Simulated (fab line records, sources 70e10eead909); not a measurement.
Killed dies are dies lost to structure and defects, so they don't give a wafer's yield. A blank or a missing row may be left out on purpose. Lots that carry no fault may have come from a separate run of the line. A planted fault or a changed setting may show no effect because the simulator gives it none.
fab line records	flow nand-harc
record lots=6	wafers=18	last-day=34
route steps=1302 shown P_GATE@137 END@1302
lots that met no fault: taken from a fault-free run of the same line
start-h: the number of hours between the record's first day and the start of the first shown wafer of the lot	wait-h: hours elapsed since this lot's preceding step	" as in the row above	L1.1+2: several wafers, shown together as one row	- either no value or no given start	* or withheld: withheld	< > ~ a bound
route shown NAME@n: NAME is a module with steps in the file, n the number in the route of the first one	usual: mean/standard deviation of fault-free wafers	same: alike in all rows	chamber/n: place in a boat	sites: readings site by site	_std_site: their standard deviation	_edge_site: inner sites' mean taken away from outer sites' mean	radius-mm: for every site, how far away it sits from the centre of the wafer	mask NAME#n: copy n	behind: the most recent tool/chamber to have shaped the wafer	hold: why the lot went on hold/how many hours it stayed there/how the hold came to an end	device: the n, p or np transistor that did not switch	end of line: the same wafers' tests at the end of the route	a step with no rows: only its recipe	killed: count of dies lost to structure and defects at first sort (not the wafer's yield)	map: per-die view of a wafer (x killed, . not killed, _ where there is no die)
set.NAME: the setting as run; set.NAME@STEP: as run at that earlier step	model.NAME: the simulator's own value behind a step, which no gauge read
lots seen at some steps along the route; tables by step, rows by wafer
services: when a tool's chamber went out of use (start-h, in hours from the record's first day, below 0 if earlier), for how many hours, and the reason
## steps
# step NHARC_P_GATE_EBR_22
# step NHARC_P_GATE_EXPOSE_23
# recipe na=1.35	target-cd-nm=120	dose-mj=93.91	mask-id=P_GATE
# step NHARC_P_GATE_PEB_24
# recipe peb-temp-c=100	peb-time-s=65
# step NHARC_P_GATE_DEVELOP_25
# recipe develop-time-s=35	dev-temp-c=23
# step NHARC_P_GATE_CD_MEAS_26
# recipe target-cd-nm=120	landing-energy-ev=500
# usual cd-nm=120.3/0.58
lot.wafer	tool	chamber	start-h	wait-h	cd-nm
L800.1	cd-sem-03	0	94.66	-	120.1
L800.3	"	0	"	"	119.9
L800.6	"	0	"	"	120.7
L802.3	cd-sem-03	0	116.62	-	120.3
L802.5	"	0	"	"	120.9
L802.6	"	0	"	"	120.7
L810.1	cd-sem-02	0	203.66	-	119.5
L810.2	"	0	"	"	120.6
L810.3	"	0	"	"	119.7
L812.1	cd-sem-03	0	215.78	-	120.4
L812.4	"	0	"	"	119.5
L812.5	"	0	"	"	119.8
L817.1	cd-sem-01	0	270.99	-	120.4
L817.4	"	0	"	"	120.4
L817.5	"	0	"	"	119.1
L822.2	cd-sem-02	0	320.20	-	119.5
L822.5	"	0	"	"	120.6
L822.6	"	0	"	"	120.7
# step NHARC_P_GATE_OVL_MEAS_27
# usual overlay-x-nm=0.1/0.82	overlay-y-nm=0.3/0.81
lot.wafer	tool	chamber	start-h	wait-h	overlay-x-nm	overlay-y-nm
L800.1	overlay-02	-	94.75	-	1.4	0.6
L800.3	"	-	"	"	1.3	0.0
L800.6	"	-	"	"	1.3	0.0
L802.3	overlay-01	-	116.71	-	0.2	-0.8
L802.5	"	-	"	"	-0.2	-1.1
L802.6	"	-	"	"	-0.1	-1.4
L810.1	overlay-02	-	203.75	-	0.1	-0.2
L810.2	"	-	"	"	-0.2	-0.6
L810.3	"	-	"	"	-0.4	0.1
L812.1	overlay-01	-	215.87	-	-1.5	1.6
L812.4	"	-	"	"	-1.3	0.7
L812.5	"	-	"	"	-1.2	1.0
L817.1	overlay-01	-	271.08	-	-0.3	-0.2
L817.4	"	-	"	"	-0.5	-0.3
L817.5	"	-	"	"	-0.2	-0.8
L822.2	overlay-02	-	320.28	-	-0.1	-0.8
L822.5	"	-	"	"	0.0	0.0
L822.6	"	-	"	"	0.2	-0.7
# step NHARC_P_GATE_INSPECT_28
# usual raw-defect-count=6/3.3
lot.wafer	tool	chamber	start-h	wait-h	raw-defect-count
L800.1	defect-inspect-02	-	94.79	0.0	6
L800.3	"	-	"	"	9
L800.6	"	-	"	"	2
L802.3	defect-inspect-02	-	116.74	0.0	5
L802.5	"	-	"	"	6
L802.6	"	-	"	"	10
L810.1	defect-inspect-01	-	203.79	0.0	11
L810.2	"	-	"	"	6
L810.3	"	-	"	"	7
L812.1	defect-inspect-02	-	215.90	0.0	5
L812.4	"	-	"	"	8
L812.5	"	-	"	"	2
L817.1	defect-inspect-01	-	271.12	0.0	4
L817.4	"	-	"	"	4
L817.5	"	-	"	"	4
L822.2	defect-inspect-02	-	320.32	0.0	3
L822.5	"	-	"	"	7
L822.6	"	-	"	"	8
# step NHARC_P_GATE_DESCUM_31
# recipe time-s=3	o2-flow-sccm=200	ar-flow-sccm=0	bias-power-w=0	chemistry=O2
# usual chamber-pressure-mTorr=60.00/0.054	drypump-motor-current-A=5.5/0.34	oes-product-au=1.006/0.0098	rf-vpp-V=57.8/0.9	showerhead-plenum-p-Torr=1.93/0.077	throttle-valve-pct=11.312/0.0086
# same time-s=3
lot.wafer	tool	chamber	start-h	wait-h	chamber-pressure-mTorr	drypump-motor-current-A	oes-product-au	rf-hours-counter-h	rf-vpp-V	showerhead-plenum-p-Torr	throttle-valve-pct
L800.1	rie-diel-01	0	94.86	0.1	60.08	5.0	1.005	2.5	57.9	1.97	11.305
L800.3	"	1	"	"	60.01	5.3	1.008	2.4	60.1	1.89	11.302
L800.6	"	3	"	"	60.02	5.6	1.004	-	56.2	1.90	11.318
L802.3	rie-diel-08	1	116.81	0.1	60.01	5.1	1.023	4.9	58.4	1.86	11.316
L802.5	"	0	"	"	59.90	5.5	1.008	-	56.7	1.79	11.294
L802.6	"	1	"	"	59.96	5.1	1.015	-	57.7	1.86	11.307
L810.3	rie-diel-08	1	203.85	0.1	60.03	5.1	1.019	0.2	59.1	1.86	11.310
L810.2	"	2	"	"	59.93	5.3	1.006	0.2	57.0	1.98	11.324
L810.1	"	3	"	"	60.02	6.0	1.002	0.1	57.8	2.03	11.331
L812.1	rie-diel-01	0	215.98	0.1	60.01	5.0	1.002	0.5	57.5	1.97	11.316
L812.4	"	1	"	"	60.04	5.3	1.011	0.9	56.3	1.89	11.298
L812.5	"	3	"	"	59.91	5.6	1.006	-	57.0	1.89	11.313
L817.4	rie-diel-03	1	271.19	0.1	60.05	6.0	0.995	7.8	59.1	2.00	11.327
L817.1	"	2	"	"	60.01	6.0	1.010	9.1	59.2	2.06	11.329
L817.5	"	1	"	"	59.97	6.0	0.985	-	57.6	2.00	11.319
L822.2	rie-diel-03	1	320.39	0.1	60.09	6.0	0.987	1.3	59.9	2.00	11.320
L822.5	"	3	"	"	60.08	5.7	0.996	-	58.1	1.89	11.314
L822.6	"	0	"	"	60.00	5.5	0.989	-	57.2	1.85	11.325
# step NHARC_P_GATE_ETCH_104
# recipe target-depth-a=600	time-s=withheld	cf4-flow-sccm=100	chf3-flow-sccm=30	ar-flow-sccm=0	rf-w=500	bias-w=200	chemistry=CF4/CHF3
# usual bias-w=200.0/0.61	chamber-pressure-mTorr=24.998/0.021	drypump-motor-current-A=5.5/0.35	oes-product-au=0.952/0.022	rf-vpp-V=371.1/2.2	showerhead-plenum-p-Torr=1.59/0.06	throttle-valve-pct=16.802/0.009
lot.wafer	tool	chamber	start-h	wait-h	bias-w	chamber-pressure-mTorr	drypump-motor-current-A	oes-product-au	rf-vpp-V	showerhead-plenum-p-Torr	throttle-valve-pct
L800.3	rie-diel-01	1	94.94	0.1	199.7	24.991	5.2	0.935	369.6	1.56	16.803
L800.1	"	2	"	"	199.5	25.012	5.9	0.941	373.6	1.65	16.800
L800.6	"	3	"	"	199.3	25.037	5.6	0.937	369.8	1.56	16.794
L802.3	rie-diel-08	2	116.90	0.1	200.1	24.999	5.3	0.919	372.3	1.63	16.794
L802.6	"	3	"	"	199.2	25.008	6.0	0.924	374.6	1.67	16.810
L802.5	"	0	"	"	198.6	25.016	5.5	0.921	366.6	1.48	16.807
L810.3	rie-diel-08	1	203.93	0.1	200.0	25.003	5.1	0.972	368.5	1.53	16.798
L810.1	"	2	"	"	200.5	24.995	5.3	0.960	371.6	1.63	16.818
L810.2	"	0	"	"	199.8	24.997	5.5	0.980	366.6	1.48	16.794
L812.1	rie-diel-01	3	216.05	0.1	199.5	25.003	5.6	0.972	371.8	1.56	16.797
L812.4	"	1	"	"	199.9	25.001	5.3	0.980	370.4	1.55	16.793
L812.5	"	3	"	"	200.1	24.975	5.6	0.966	370.9	1.56	16.807
L817.1	rie-diel-03	3	271.27	0.1	200.5	24.998	5.7	0.919	370.4	1.56	16.812
L817.4	"	0	"	"	200.6	24.976	5.5	0.920	368.0	1.53	16.806
L817.5	"	2	"	"	200.8	24.975	6.0	0.936	375.6	1.69	16.815
L822.2	rie-diel-03	2	320.46	0.1	200.2	25.064	6.0	0.979	373.9	1.69	16.823
L822.6	"	2	"	"	200.1	25.000	6.0	0.979	374.8	1.69	16.795
L822.5	"	3	"	"	199.9	24.981	5.6	0.956	369.8	1.56	16.805
# step NHARC_P_GATE_HM_OPEN_105
# recipe target-depth-a=3600	o2-flow-sccm=400	cos-flow-sccm=20	ar-flow-sccm=0	rf-w=500	bias-w=300	chemistry=O2/COS
# usual bias-w=299.9/0.82	chamber-pressure-mTorr=20.000/0.02	cos-flow-sccm=20.01/0.061	drypump-motor-current-A=5.5/0.34	oes-product-au=1.004/0.0088	rf-vpp-V=468.0/2.6	showerhead-plenum-p-Torr=3.16/0.12	throttle-valve-pct=28.330/0.0092
lot.wafer	tool	chamber	start-h	wait-h	bias-w	chamber-pressure-mTorr	cos-flow-sccm	drypump-motor-current-A	oes-product-au	rf-hours-counter-h	rf-vpp-V	showerhead-plenum-p-Torr	throttle-valve-pct
L800.1	rie-diel-01	1	-	-	300.5	19.995	20.09	5.3	1.000	2.5	467.4	3.09	28.343
L800.3	"	2	"	"	300.4	19.987	19.93	5.9	1.007	1.5	471.0	3.27	28.323
L800.6	"	0	"	"	298.7	19.999	19.97	5.0	0.998	-	468.2	3.21	28.320
L802.3	rie-diel-08	1	-	-	299.6	20.003	19.92	5.1	1.022	4.9	464.2	3.04	28.333
L802.6	"	1	"	"	300.6	20.000	19.89	5.1	1.021	-	465.1	3.04	28.336
L802.5	"	2	"	"	299.6	20.003	19.99	5.3	1.006	-	469.6	3.23	28.329
L810.3	rie-diel-08	1	-	-	300.1	20.015	20.08	5.1	1.015	0.2	467.2	3.04	28.332
L810.2	"	2	"	"	298.2	20.003	19.96	5.3	1.007	0.2	469.9	3.23	28.338
L810.1	"	0	"	"	299.6	20.016	19.98	5.5	0.998	0.1	462.8	2.93	28.339
L812.4	rie-diel-01	2	-	-	300.4	20.011	20.01	5.8	1.015	1.0	469.7	3.26	28.315
L812.1	"	3	"	"	300.5	19.999	19.95	5.6	1.011	0.5	466.4	3.09	28.337
L812.5	"	2	"	"	301.0	19.985	20.09	5.9	1.005	-	470.0	3.26	28.330
L817.1	rie-diel-03	2	-	-	298.2	19.986	20.05	6.1	1.016	9.1	472.9	3.35	28.330
L817.4	"	3	"	"	300.5	20.025	20.11	5.7	1.006	9.2	465.4	3.09	28.320
L817.5	"	3	"	"	299.1	19.961	20.12	5.7	1.002	-	467.6	3.09	28.338
L822.2	rie-diel-03	1	-	-	300.3	19.983	20.02	6.0	0.998	1.3	468.3	3.26	28.327
L822.6	"	0	"	"	299.4	19.959	19.94	5.5	0.997	-	466.1	3.03	28.323
L822.5	"	1	"	"	300.6	19.997	20.03	6.0	0.987	-	470.0	3.26	28.317
# step NHARC_P_GATE_STRIP_106
# recipe o2-flow-sccm=400	cos-flow-sccm=20	ar-flow-sccm=0	bias-w=0	chemistry=O2/COS
# step NHARC_P_GATE_ETCH_114
# recipe target-depth-a=300	overetch-a=30	time-s=16.5	ion-energy-ev=100	cf4-flow-sccm=80	o2-flow-sccm=20	ar-flow-sccm=0	rf-w=300	bias-w=100	chemistry=CF4/O2
# usual bias-w=100.0/0.31	chamber-pressure-mTorr=30.000/0.029	drypump-motor-current-A=5.5/0.34	oes-product-au=1.006/0.0099	rf-vpp-V=198.1/1.4	showerhead-plenum-p-Torr=1.35/0.053	throttle-valve-pct=13.398/0.0086
# same time-s=16.5
lot.wafer	tool	chamber	start-h	wait-h	bias-w	chamber-pressure-mTorr	drypump-motor-current-A	oes-product-au	rf-hours-counter-h	rf-vpp-V	showerhead-plenum-p-Torr	throttle-valve-pct
L800.3	rie-diel-01	2	-	-	99.7	30.021	5.8	1.015	1.6	199.5	1.40	13.399
L800.1	"	3	"	"	100.2	29.954	5.6	0.994	3.0	197.7	1.32	13.402
L800.6	"	1	"	"	100.0	29.989	5.3	0.994	-	198.0	1.32	13.388
L802.3	rie-diel-08	2	-	-	100.4	30.032	5.3	0.992	4.7	200.0	1.38	13.387
L802.6	"	3	"	"	100.1	29.983	6.0	1.018	-	198.3	1.42	13.395
L802.5	"	0	"	"	100.0	30.067	5.5	1.006	-	196.4	1.25	13.418
L810.1	rie-diel-08	3	-	-	100.2	29.975	6.0	1.002	0.1	201.3	1.42	13.396
L810.3	"	1	"	"	100.0	29.979	5.1	1.022	0.2	197.0	1.30	13.385
L810.2	"	2	"	"	99.9	29.968	5.3	1.009	0.2	197.7	1.38	13.405
L812.1	rie-diel-01	1	-	-	100.3	30.008	5.3	1.008	1.0	197.2	1.32	13.388
L812.4	"	2	"	"	99.6	29.981	5.8	1.012	1.0	198.3	1.40	13.388
L812.5	"	0	"	"	99.5	29.932	5.0	1.004	-	196.7	1.37	13.405
L817.4	rie-diel-03	1	-	-	99.7	30.037	6.0	0.999	7.8	199.9	1.40	13.404
L817.1	"	3	"	"	100.1	30.031	5.6	1.007	9.3	198.1	1.32	13.416
L817.5	"	1	"	"	100.6	30.008	5.9	0.990	-	198.2	1.39	13.397
L822.2	rie-diel-03	3	-	-	99.9	30.009	5.6	0.987	1.7	198.0	1.32	13.400
L822.5	"	0	"	"	100.2	30.022	5.5	0.993	-	197.4	1.29	13.407
L822.6	"	1	"	"	99.8	30.038	6.0	0.984	-	198.0	1.39	13.406
# step NHARC_P_GATE_ETCH_32
# recipe target-depth-a=1500	over-etch-frac=1	over-etch-ion-energy-ev=40	time-s=100.1	hbr-flow-sccm=150	cl2-flow-sccm=50	rf-w=400	icp-w=400	bias-w=100	chemistry=HBr/Cl2
# usual bias-w=100.01/0.29	chamber-pressure-mTorr=14.999/0.018	drypump-motor-current-A=5.9/0.43	mfc-cl2-sccm=50.00/0.15	oes-product-au=1.000/0.0088	throttle-valve-pct=26.406/0.0095
# same time-s=100.1
lot.wafer	tool	chamber	start-h	wait-h	bias-w	chamber-pressure-mTorr	drypump-motor-current-A	mfc-cl2-sccm	oes-product-au	rf-hours-counter-h	throttle-valve-pct
L800.1	rie-si-04	3	95.32	-	100.24	15.004	5.9	49.69	0.998	0.7	26.395
L800.3	"	0	"	"	99.41	15.014	5.7	50.03	0.987	0.7	26.422
L800.6	"	3	"	"	100.35	14.997	5.9	49.92	0.994	-	26.402
L802.3	rie-si-01	2	117.30	-	100.57	15.005	6.0	49.96	1.004	0.6	26.412
L802.6	"	0	"	"	100.61	15.008	5.5	49.79	1.001	-	26.434
L802.5	"	1	"	"	100.22	15.011	6.1	50.01	1.012	-	26.401
L810.2	rie-si-01	2	204.31	-	100.12	15.003	6.0	50.04	0.998	0.0	26.403
L810.1	"	3	"	"	100.20	14.999	6.2	49.94	0.992	0.0	26.395
L810.3	"	1	"	"	100.53	14.969	6.1	40.30	0.990	0.0	25.816
L812.1	rie-si-01	3	216.43	-	99.77	14.981	6.2	49.75	0.999	0.1	26.402
L812.4	"	1	"	"	99.79	14.992	6.2	40.25	0.995	0.1	25.810
L812.5	"	0	"	"	100.23	15.006	5.4	50.14	0.999	-	26.406
L817.4	rie-si-04	2	271.66	-	99.63	15.000	5.0	49.70	0.996	0.6	26.412
L817.1	"	3	"	"	100.28	15.004	5.8	50.05	1.000	0.6	26.410
L817.5	"	1	"	"	99.70	14.992	6.2	49.81	0.991	-	26.412
L822.2	rie-si-04	2	320.87	-	99.84	15.003	5.0	50.31	0.986	1.0	26.411
L822.5	"	0	"	"	100.01	14.991	5.7	49.88	0.992	-	26.395
L822.6	"	1	"	"	99.89	14.987	6.2	50.03	0.993	-	26.383
# step NHARC_P_GATE_STRIP_108
# recipe o2-flow-sccm=500	ar-flow-sccm=0	bias-w=0	chemistry=O2
# usual chamber-pressure-mTorr=59.99/0.075	drypump-motor-current-A=5.7/0.31	oes-product-au=1.003/0.01	rf-vpp-V=58.0/1	showerhead-plenum-p-Torr=3.59/0.15	throttle-valve-pct=17.035/0.0087
# same bias-w=0
lot.wafer	tool	chamber	start-h	wait-h	chamber-pressure-mTorr	drypump-motor-current-A	oes-product-au	rf-hours-counter-h	rf-vpp-V	showerhead-plenum-p-Torr	throttle-valve-pct
L800.1	rie-diel-03	3	95.48	-	59.98	5.7	1.015	9.5	55.7	3.50	17.033
L800.3	"	0	"	"	59.97	5.5	1.017	10.0	55.7	3.43	17.038
L800.6	"	2	"	"	59.95	6.0	1.012	-	58.9	3.79	17.043
L802.3	rie-diel-03	0	117.46	-	60.02	5.5	0.994	0.1	58.8	3.43	17.033
L802.5	"	2	"	"	59.96	6.0	1.006	-	59.0	3.79	17.040
L802.6	"	3	"	"	59.93	5.7	1.007	-	56.7	3.50	17.024
L810.3	rie-diel-03	3	204.47	-	59.98	5.6	0.995	5.9	58.1	3.49	17.028
L810.1	"	0	"	"	60.00	5.5	0.992	2.8	59.5	3.43	17.045
L810.2	"	1	"	"	60.00	6.0	0.991	4.2	58.6	3.68	17.035
L812.4	rie-diel-03	2	216.58	-	60.05	6.1	0.994	6.8	57.9	3.79	17.039
L812.1	"	1	"	"	60.03	6.0	0.980	5.6	57.1	3.68	17.031
L812.5	"	2	"	"	59.98	6.0	0.999	-	57.9	3.79	17.035
L817.1	rie-diel-03	0	271.80	-	60.02	5.5	1.005	5.0	56.9	3.43	17.047
L817.4	"	3	"	"	59.97	5.6	1.013	9.3	56.5	3.49	17.052
L817.5	"	0	"	"	60.10	5.5	1.001	-	57.6	3.43	17.018
L822.2	rie-diel-01	0	321.00	-	60.05	5.0	1.018	5.2	59.5	3.62	17.043
L822.6	"	0	"	"	60.07	5.0	1.005	-	57.9	3.62	17.041
L822.5	"	1	"	"	60.03	5.3	1.011	-	57.2	3.48	17.036
# step NHARC_END_SORT_01
# recipe temp-c=25
# usual killed-at-array=52/17	killed-at-other=0.9/1.2	killed-at-periphery=3.9/2.7	killed-dies=57/16	killed-open=3.3/1.9	killed-short=2.5/1.5
# same gross-dies=677
lot.wafer	tool	chamber	start-h	wait-h	killed-at-array	killed-at-other	killed-at-periphery	killed-dies	killed-open	killed-short
L810.1	prober-02	0	669.80	2.5	39	1	7	47	3	1
L810.2	prober-02	0	670.59	2.8	29	1	8	38	1	0
L810.3	prober-02	0	671.38	3.1	36	0	4	40	5	2
L812.1	prober-02	0	677.50	2.4	39	3	10	52	2	3
L812.4	prober-02	0	679.89	3.4	35	2	9	46	2	3
L812.5	prober-02	0	680.68	3.7	41	1	13	55	3	2
# killed by level:class
L810.1 A_SLIT:chamber-film-flake=27 A_CONTACT:chamber-film-flake=3 A_M1:chamber-film-flake=3 P_STI:chamber-film-flake=2 A_CHANNEL_FILL_D1:chamber-film-flake=2 P_CONTACT:geometric-particle:short=1 P_M0:geometric-particle:open=1 A_ONON_D1:geometric-particle:open=1
L810.2 A_SLIT:chamber-film-flake=11 A_CONTACT:chamber-film-flake=8 A_CHANNEL_HOLE_D1:chamber-film-flake=6 P_GATE:chamber-film-flake=5 A_M1:chamber-film-flake=3 P_ZERO_WELL:chamber-film-flake=2 P_M0:geometric-particle:open=1 A_STAIRCASE:chamber-film-flake=1
L810.3 A_SLIT:chamber-film-flake=13 A_CHANNEL_HOLE_D1:chamber-film-flake=9 A_CHANNEL_FILL_D1:chamber-film-flake=4 A_CONTACT:chamber-film-flake=3 A_CHANNEL_FILL_D2:geometric-particle:open=2 A_ONON_D1:geometric-particle:short=1 A_CHANNEL_FILL_D1:geometric-particle:open=1 A_ONON_D2:geometric-particle:open=1
L812.1 A_SLIT:chamber-film-flake=26 P_GATE:chamber-film-flake=6 A_DECK1_JOINT:chamber-film-flake=3 THIN_TSV:chamber-film-flake=3 P_CONTACT:chamber-film-flake=2 A_CHANNEL_HOLE_D2:chamber-film-flake=2 A_STAIRCASE:chamber-film-flake=2 P_CONTACT:geometric-particle:short=1
L812.4 A_SLIT:chamber-film-flake=21 P_CONTACT:chamber-film-flake=5 P_GATE:chamber-film-flake=3 A_CHANNEL_HOLE_D1:chamber-film-flake=2 A_CHANNEL_HOLE_D2:chamber-film-flake=2 A_WL_FILL:chamber-film-flake=2 THIN_TSV:chamber-film-flake=2 A_CHANNEL_FILL_D1:geometric-particle:short=1
L812.5 A_SLIT:chamber-film-flake=28 P_CONTACT:chamber-film-flake=9 A_CHANNEL_HOLE_D1:chamber-film-flake=5 P_GATE:chamber-film-flake=4 A_ONON_D1:geometric-particle:short=1 A_CHANNEL_FILL_D1:geometric-particle:open=1 A_CHANNEL_FILL_D2:geometric-particle:open=1 A_WL_FILL:geometric-particle:short=1
## services
tool	chamber	start-h	hours	kind
rie-diel-03	3	81.90	1.7	repair
rie-diel-01	0	89.40	4.2	repair
rie-diel-03	-	104.30	9.0	pm
rie-si-04	3	116.40	38.1	repair
rie-diel-01	3	124.37	6.5	repair
rie-diel-01	0	131.77	10.1	repair
rie-diel-01	-	138.17	1.8	repair
rie-diel-03	0	152.75	22.0	repair
rie-si-04	-	165.00	9.0	pm
rie-diel-08	1	178.56	8.2	repair
rie-diel-01	-	183.56	0.4	repair
rie-diel-08	-	190.80	9.0	pm
rie-si-01	-	193.00	9.0	pm
rie-diel-01	-	203.81	9.0	pm
rie-diel-03	0	236.58	10.8	repair
rie-si-01	2	239.97	2.9	repair
rie-diel-08	-	244.33	0.6	repair
rie-diel-08	2	248.18	3.2	repair
rie-diel-08	3	266.12	7.6	repair
rie-diel-03	1	269.49	1.3	repair
rie-diel-03	0	281.09	10.8	repair
rie-diel-03	-	281.30	9.0	pm
rie-diel-08	0	295.68	2.3	repair
rie-diel-08	-	295.75	0.6	repair
## key
first-sign step=NHARC_P_GATE_ETCH_32	reading=mfc-cl2-sccm	direction=down	sigmas=67	usual=50.00	struck=40.27
effect step=NHARC_P_GATE_ETCH_32	reading=throttle-valve-pct	direction=down	sigmas=63	usual=26.406	struck=25.813
met-at NHARC_P_GATE_ETCH_32
struck-wafers L810.3,L812.4
tester-left-out L810,L812
onset-between 117.30 204.31
fault kind=process-parameter-drift	tool=rie-si-01	chamber=1	onset-h=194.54	steps=NHARC_P_GATE_ETCH_32	channel=cl2-flow-sccm	offset=*	shape=step	end-h=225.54	acts-in=*	stated=*
# tester-left-out: of these lots the tester's yield and bins aren't shown, on N5 and GAA mostly nor the transistor test; their killed dies are dies lost to structure and defects alone, not to doping, threshold or leakage, so they don't give the yield
